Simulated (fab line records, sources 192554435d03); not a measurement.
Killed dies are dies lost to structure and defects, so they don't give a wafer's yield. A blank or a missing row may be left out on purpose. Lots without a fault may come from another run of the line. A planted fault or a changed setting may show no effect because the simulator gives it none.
One fault seen from 2 desks | flow n5_finfet | each desk has only its own numbers; what lay behind them comes last

THE TOOL OWNER'S DESK: rie_diel-04
The tool's own readings at N5_BEOL_M5_TRENCH_ETCH_37 (etches SiCOH lowk in C4F6/O2, target depth 71.652 nm, time 24.7 s): means of the sampled wafers that have a number, for each lot that ran on this tool. A lot is out of limits, marked OUT, if its mean lies more than 4 standard deviations from the usual mean; the brackets give that distance.
Columns: A = O2_flow_sccm at N5_BEOL_M5_TRENCH_ETCH_37, usual 10.00 sccm; B = drypump_motor_current_A at N5_BEOL_M5_TRENCH_ETCH_37, usual 5.8 A; C = oes_o_777_au at N5_BEOL_M5_TRENCH_ETCH_37, usual 0.79 a.u.; D = oes_product_au at N5_BEOL_M5_TRENCH_ETCH_37, usual 0.79 a.u.; E = rf_vpp_V at N5_BEOL_M5_TRENCH_ETCH_37, usual 665 V; F = showerhead_plenum_p_Torr at N5_BEOL_M5_TRENCH_ETCH_37, usual 2.85 Torr; G = throttle_valve_pct at N5_BEOL_M5_TRENCH_ETCH_37, usual 20.98 %
lot  | first seen here | A     | B   | C    | D    | E   | F    | G
L326 | day 9 06:03     | 10.03 | 5.4 | 0.68 | 0.69 | 668 | 2.91 | 21.11
L328 | day 9 15:36     | 10.02 | 5.6 | 0.72 | 0.73 | 670 | 2.97 | 21.12
L329 | day 10 06:44    | 9.96  | 5.9 | 0.76 | 0.75 | 653 | 2.86 | 21.06
L331 | day 10 15:48    | 10.00 | 5.6 | 0.70 | 0.61 | 655 | 2.75 | 21.09
L333 | day 11 05:58    | 10.02 | 5.9 | 0.76 | 0.63 | 654 | 2.85 | 21.04
L338 | day 11 14:11    | 9.97  | 5.9 | 0.75 | 0.65 | 653 | 2.85 | 21.05
L345 | day 14 08:46    | 10.01 | 6.1 | 0.77 | 0.77 | 653 | 2.94 | 21.05
L347 | day 14 11:06    | 10.00 | 5.4 | 0.82 | 0.84 | 668 | 2.90 | 20.88
This desk's finding: nothing out of limits on any of the 8 lots.

THE METROLOGY DESK
What the gauges read, lot by lot, whatever tool the lot ran on: means of the sampled wafers that have a number. A lot is out of limits, marked OUT, if its mean lies more than 4 standard deviations from the usual mean; the brackets give that distance. Of its 29 readings 7 are shown: the one that was out of limits first, and those that lie furthest out on some lot.
Columns: A = trench_depth_nm at N5_BEOL_M5_OCD_MEAS_38, usual 71.3 nm; B = M5_THK at N5_BEOL_M5_THK_MEAS_53, usual 61.3 nm; C = M5_RS at N5_BEOL_M5_RS_MEAS_57, usual 0.390 ohm/sq; D = COMB_M9_max_site at N5_BEOL_M15_RC_MEAS_101, usual 2.1e-11 S/m; E = SERP_M12 at N5_BEOL_M15_RC_MEAS_101, usual 0.636 ohm/um; F = SERP_M5 at N5_BEOL_M15_RC_MEAS_101, usual 39.4 ohm/um; G = SERP_M5_max_site at N5_BEOL_M15_RC_MEAS_101, usual 40.7 ohm/um
lot  | first seen here | A              | B              | C               | D       | E     | F              | G
L326 | day 9 06:12     | 70.5           | 59.4           | 0.404           | 2.0e-11 | 0.661 | 41.3           | 43.0
L328 | day 9 15:46     | 70.5           | 60.6           | 0.399           | 2.1e-11 | 0.633 | 39.3           | 40.3
L329 | day 10 06:53    | 71.1           | 62.5           | 0.387           | 3.0e-11 | 0.643 | 38.8           | 39.9
L332 | day 10 11:54    | 71.2           | 61.6           | 0.391           | 2.3e-11 | 0.632 | 39.5           | 40.4
L331 | day 10 15:58    | 54.9 (-17) OUT | 44.7 (-11) OUT | 0.633 (+24) OUT | 2.5e-11 | 0.637 | 62.2 (+16) OUT | 64.3 (+15) OUT
L333 | day 11 06:07    | 54.2 (-17) OUT | 43.3 (-12) OUT | 0.648 (+26) OUT | 1.8e-11 | 0.636 | 63.6 (+17) OUT | 65.4 (+15) OUT
L338 | day 11 14:20    | 55.2 (-16) OUT | 44.9 (-11) OUT | 0.629 (+24) OUT | 1.9e-11 | 0.642 | 61.7 (+16) OUT | 63.6 (+14) OUT
L343 | day 12 21:43    | 70.5           | 59.3           | 0.404           | 1.9e-11 | 0.649 | 41.3           | 42.4
L342 | day 13 08:06    | 72.2           | 62.7           | 0.380           | 2.2e-11 | 0.618 | 38.6           | 40.7
L345 | day 14 08:55    | 70.2           | 59.8           | 0.397           | 2.2e-11 | 0.626 | 39.3           | 40.8
L347 | day 14 11:15    | 71.7           | 62.4           | 0.390           | 2.4e-11 | 0.625 | 38.9           | 40.1
This desk's finding: out of limits on L331, L333, L338; first on L331, day 10 15:58 (trench_depth_nm at N5_BEOL_M5_OCD_MEAS_38). In limits: L326, L328, L329, L332, L343, L342, L345, L347.

PUT TOGETHER
The metrology desk could have raised an alarm at day 10 15:58, on L331, L333, L338.
The tool owner's desk saw nothing out of limits.
The tool owner's desk has L331, L333, L338 on record, within its limits.
Of the lots named, all ran N5_BEOL_M5_TRENCH_ETCH_37 on rie_diel-04.

WHAT THE SIMULATOR HAD PUT IN
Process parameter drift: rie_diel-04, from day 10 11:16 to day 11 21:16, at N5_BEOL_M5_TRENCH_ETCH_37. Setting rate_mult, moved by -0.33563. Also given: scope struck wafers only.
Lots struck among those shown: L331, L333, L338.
Hours from the fault's start to each desk's first reading out of limits: the metrology desk, 5.
